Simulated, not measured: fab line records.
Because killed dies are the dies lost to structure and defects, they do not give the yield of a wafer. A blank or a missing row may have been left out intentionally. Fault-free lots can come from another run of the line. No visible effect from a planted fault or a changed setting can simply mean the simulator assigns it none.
Which of the tools did it? -- flow n5 finfet -- 66 wafers from 22 lots sampled at 4 of the route's 1938 steps

== WHAT THE GAUGES READ, wafer by wafer ==
N5_MIM_BOT_LITHO_OVL_MEAS_11.
lot,measured,on,MIM_BOT_OVL (nm)
L074,day 12 10:08,overlay-02,-6 -4 -3
L075,day 12 13:06,overlay-02,5 -1 -2
L076,day 13 00:53,overlay-01,-1 -2 -3
L078,day 13 03:47,overlay-01,6 10 8
L077,day 13 08:12,overlay-01,2 -6 -2
L081,day 13 16:50,overlay-02,1 -4 3
L079,day 13 20:28,overlay-02,0 -3 0
L083,day 13 22:38,overlay-01,13 6 4
L080,day 14 00:20,overlay-01,-2 -2 1
L082,day 14 09:56,overlay-01,-7 -6 -7
L084,day 14 15:59,overlay-01,-3 -5 -2
L085,day 14 21:34,overlay-02,5 1 1
L086,day 15 18:35,overlay-01,-1 -3 -1
L089,day 16 00:22,overlay-02,-3 1 -6
L087,day 16 01:29,overlay-02,-3 1 0
L092,day 16 09:10,overlay-02,-2 -4 -2
L091,day 16 13:29,overlay-01,-9 5 5
L094,day 16 17:29,overlay-02,1 5 4
L093,day 17 01:07,overlay-02,3 4 3
L095,day 17 17:29,overlay-02,5 9 2
L097,day 18 01:41,overlay-02,5 2 0
L096,day 19 04:05,overlay-01,-2 -3 2

== EACH LOT AND THE TOOL THAT RAN IT (in order: tool; ch and the chambers of the sampled wafers; start) ==
lot,N5_BEOL_M15_ETCH_57,N5_BEOL_M15_STRIP_62,N5_BEOL_M15_ETCH_38
L074,"rie diel-02 ch 1,3, day 12 01:05","rie diel-05 ch 0,2, day 12 10:08 or earlier","rie diel-05 ch 0,2, day 12 10:08 or earlier"
L075,"rie diel-04 ch 0,2,3, day 12 04:19","rie diel-04 ch 1,2,3, day 12 13:06 or earlier","rie diel-04 ch 1,2,3, day 12 13:06 or earlier"
L076,"rie diel-02 ch 1,2, day 12 12:22","rie diel-04 ch 0,1,2, day 13 00:53 or earlier","rie diel-04 ch 0,1,2, day 13 00:53 or earlier"
L078,"rie diel-05 ch 1,3, day 12 19:10","rie diel-04 ch 0,2,3, day 13 03:47 or earlier","rie diel-04 ch 0,2,3, day 13 03:47 or earlier"
L077,"rie diel-04 ch 1,2,3, day 12 19:20","rie diel-05 ch 1,2,3, day 13 08:12 or earlier","rie diel-05 ch 1,2,3, day 13 08:12 or earlier"
L081,"rie diel-04 ch 0,2, day 13 05:02","rie diel-05 ch 0,2, day 13 16:50 or earlier","rie diel-05 ch 0,2, day 13 16:50 or earlier"
L079,"rie diel-05 ch 1,2, day 13 09:46","rie diel-04 ch 0,1,3, day 13 20:28 or earlier","rie diel-04 ch 0,1,3, day 13 20:28 or earlier"
L083,"rie diel-02 ch 1,2,3, day 13 10:50","rie diel-02 ch 1,2,3, day 13 22:38 or earlier","rie diel-02 ch 1,2,3, day 13 22:38 or earlier"
L080,"rie diel-02 ch 0,1,3, day 13 12:11","rie diel-05 ch 0,1,2, day 14 00:20 or earlier","rie diel-05 ch 0,1,2, day 14 00:20 or earlier"
L082,"rie diel-04 ch 0,1, day 14 01:25","rie diel-02 ch 2,3, day 14 09:56 or earlier","rie diel-02 ch 2,3, day 14 09:56 or earlier"
L084,"rie diel-05 ch 2,3, day 14 05:45","rie diel-02 ch 0,1,2, day 14 15:59 or earlier","rie diel-02 ch 0,1,2, day 14 15:59 or earlier"
L085,"rie diel-02 ch 2,3, day 14 10:31","rie diel-05 ch 0,2, day 14 21:34 or earlier","rie diel-05 ch 0,2, day 14 21:34 or earlier"
L086,"rie diel-02 ch 2,3, day 15 07:19","rie diel-05 ch 0,1,3, day 15 18:35 or earlier","rie diel-05 ch 0,1,3, day 15 18:35 or earlier"
L089,"rie diel-05 ch 0,1, day 15 15:16","rie diel-04 ch 0,1,2, day 16 00:22 or earlier","rie diel-04 ch 0,1,2, day 16 00:22 or earlier"
L087,"rie diel-05 ch 1,3, day 15 16:06","rie diel-04 ch 0,3, day 16 01:29 or earlier","rie diel-04 ch 0,3, day 16 01:29 or earlier"
L092,"rie diel-04 ch 0,1,3, day 16 01:23","rie diel-05 ch 0,2, day 16 09:10 or earlier","rie diel-05 ch 0,2, day 16 09:10 or earlier"
L091,"rie diel-02 ch 0,2,3, day 16 01:48","rie diel-02 ch 0,2,3, day 16 13:29 or earlier","rie diel-02 ch 0,2,3, day 16 13:29 or earlier"
L094,"rie diel-02 ch 1,2, day 16 10:28","rie diel-05 ch 2,3, day 16 17:29 or earlier","rie diel-05 ch 2,3, day 16 17:29 or earlier"
L093,"rie diel-05 ch 1,2,3, day 16 15:50","rie diel-04 ch 0,1, day 17 01:07 or earlier","rie diel-04 ch 0,1, day 17 01:07 or earlier"
L095,"rie diel-04 ch 0,1,3, day 17 09:58","rie diel-04 ch 1,2,3, day 17 17:29 or earlier","rie diel-04 ch 1,2,3, day 17 17:29 or earlier"
L097,"rie diel-04 ch 0,1,2, day 17 18:55","rie diel-04 ch 1,2,3, day 18 01:41 or earlier","rie diel-04 ch 1,2,3, day 18 01:41 or earlier"
L096,"rie diel-05 ch 2,3, day 18 18:30","rie diel-02 ch 0,2,3, day 19 04:05 or earlier","rie diel-02 ch 0,2,3, day 19 04:05 or earlier"
- N5_BEOL_M15_ETCH_57: etches SOC in N2/H2, time 750 s.
- N5_BEOL_M15_STRIP_62: strips in O2.
- N5_BEOL_M15_ETCH_38: etches SiCN in CF4/N2, target depth 106.4 nm, time 120.5 s.

== AS READ BY THE TOOLS THEMSELVES (means over the sampled wafers that have a number; for cases with no such wafer, the mark the record gives instead) ==
N5_BEOL_M15_ETCH_57.
lot,tool,drypump motor current A (A),oes product au (a.u.),rf vpp V (V),showerhead plenum p Torr (Torr),throttle valve pct (%)
L074,rie diel-02,5.7,0.75,526.2,2.67,18.1
L075,rie diel-04,5.1,0.84,525.8,2.60,17.4
L076,rie diel-02,5.7,0.86,524.5,2.55,18.0
L078,rie diel-05,5.4,0.76,522.8,2.53,18.0
L077,rie diel-04,5.4,0.87,526.2,2.62,17.6
L081,rie diel-04,5.2,0.84,527.4,2.63,17.3
L079,rie diel-05,5.6,0.73,522.1,2.51,17.8
L083,rie diel-02,5.7,0.82,525.7,2.61,18.0
L080,rie diel-02,5.7,0.75,525.7,2.62,18.0
L082,rie diel-04,5.6,0.89,528.4,2.69,17.4
L084,rie diel-05,5.6,0.87,521.5,2.49,17.7
L085,rie diel-02,5.5,0.86,524.9,2.63,17.8
L086,rie diel-02,5.6,0.87,524.1,2.56,17.8
L089,rie diel-05,5.9,0.87,523.9,2.54,17.9
L087,rie diel-05,5.4,0.91,521.7,2.51,17.9
L092,rie diel-04,5.5,0.86,527.2,2.65,17.5
L091,rie diel-02,5.7,0.80,523.7,2.56,17.9
L094,rie diel-02,5.7,0.81,523.0,2.54,18.0
L093,rie diel-05,5.6,0.88,523.0,2.50,17.7
L095,rie diel-04,5.5,0.85,526.3,2.64,17.5
L097,rie diel-04,5.5,0.83,527.0,2.63,17.6
L096,rie diel-05,5.6,0.82,522.6,2.48,17.7

N5_BEOL_M15_STRIP_62.
lot,tool,drypump motor current A (A),oes product au (a.u.),rf vpp V (V),showerhead plenum p Torr (Torr),throttle valve pct (%)
L074,rie diel-05,6.3,0.75,3.7,2.11,16.76
L075,rie diel-04,5.4,0.89,3.7,2.16,16.49
L076,rie diel-04,5.5,0.88,3.9,2.22,16.59
L078,rie diel-04,5.1,0.82,4.2,2.16,16.40
L077,rie diel-05,5.5,0.82,3.2,2.05,16.59
L081,rie diel-05,6.2,0.74,3.6,2.11,16.79
L079,rie diel-04,5.5,0.88,4.0,2.20,16.36
L083,rie diel-02,5.7,0.81,3.6,2.15,16.77
L080,rie diel-05,5.9,0.74,3.6,2.07,16.69
L082,rie diel-02,5.5,0.88,3.2,2.13,16.73
L084,rie diel-02,5.8,0.76,3.8,2.10,16.89
L085,rie diel-05,6.2,0.73,3.6,2.11,16.80
L086,rie diel-05,5.8,0.85,3.6,2.09,16.74
L089,rie diel-04,5.5,0.84,3.4,2.21,16.64
L087,rie diel-04,5.2,0.84,3.3,2.19,16.30
L092,rie diel-05,6.2,0.72,3.6,2.10,16.83
L091,rie diel-02,5.7,0.79,3.4,2.12,16.78
L094,rie diel-05,5.6,0.83,3.3,2.03,16.49
L093,rie diel-04,5.6,0.86,3.5,2.24,16.52
L095,rie diel-04,5.4,0.82,3.7,2.15,16.56
L097,rie diel-04,5.4,0.82,4.0,2.15,16.57
L096,rie diel-02,5.7,0.86,3.2,2.11,16.65

N5_BEOL_M15_ETCH_38.
lot,tool,drypump motor current A (A),oes product au (a.u.),rf vpp V (V),showerhead plenum p Torr (Torr),throttle valve pct (%)
L074,rie diel-05,6.2,0.76,383.1,2.23,15.55
L075,rie diel-04,5.4,0.88,384.1,2.28,15.27
L076,rie diel-04,5.5,0.88,384.4,2.31,15.24
L078,rie diel-04,5.0,0.83,384.2,2.26,15.12
L077,rie diel-05,5.5,0.83,380.6,2.15,15.36
L081,rie diel-05,6.3,0.75,382.8,2.22,15.58
L079,rie diel-04,5.5,0.89,384.6,2.31,15.12
L083,rie diel-02,5.6,0.82,383.5,2.26,15.50
L080,rie diel-05,5.9,0.74,382.7,2.19,15.51
L082,rie diel-02,5.6,0.89,383.1,2.22,15.39
L084,rie diel-02,5.8,0.76,383.0,2.21,15.65
L085,rie diel-05,6.2,0.74,382.4,2.22,15.59
L086,rie diel-05,5.8,0.85,382.1,2.19,15.45
L089,rie diel-04,5.5,0.85,384.8,2.30,15.28
L087,rie diel-04,5.1,0.83,385.1,2.28,14.99
L092,rie diel-05,6.3,0.72,382.4,2.22,15.62
L091,rie diel-02,5.7,0.80,382.8,2.22,15.51
L094,rie diel-05,5.6,0.85,380.8,2.14,15.25
L093,rie diel-04,5.6,0.86,385.5,2.33,15.13
L095,rie diel-04,5.4,0.82,383.9,2.27,15.34
L097,rie diel-04,5.4,0.81,383.2,2.27,15.35
L096,rie diel-02,5.7,0.87,382.3,2.22,15.36

== THE ANSWER, worked out from the rows above alone ==
Rule: the usual values come from the lots themselves. Put in order of their means at a reading, lots are off if they are a third of the lots or fewer, leave a main group of 4 or more, and stand apart from it by a gap of 3 or more times the standard deviation of the main group's means; of several such gaps the widest counts. The tables above print the reading to a certain number of digits; a main group whose means all agree to those digits is not used. A lot without any number at a reading at which 4 lots or more have one is off too. The other lots that the step has rows for count as sound. Order of review: gauges by route order, followed by the tools' own readings, for which a lot's mean as printed above is used. At the first step where some lot is off, the reading lying furthest off is the one used; lots without a number count as furthest.
No lot is off on any of the readings shown, so nothing can be concluded from this.

== WHAT WAS PUT IN BY THE SIMULATOR ==
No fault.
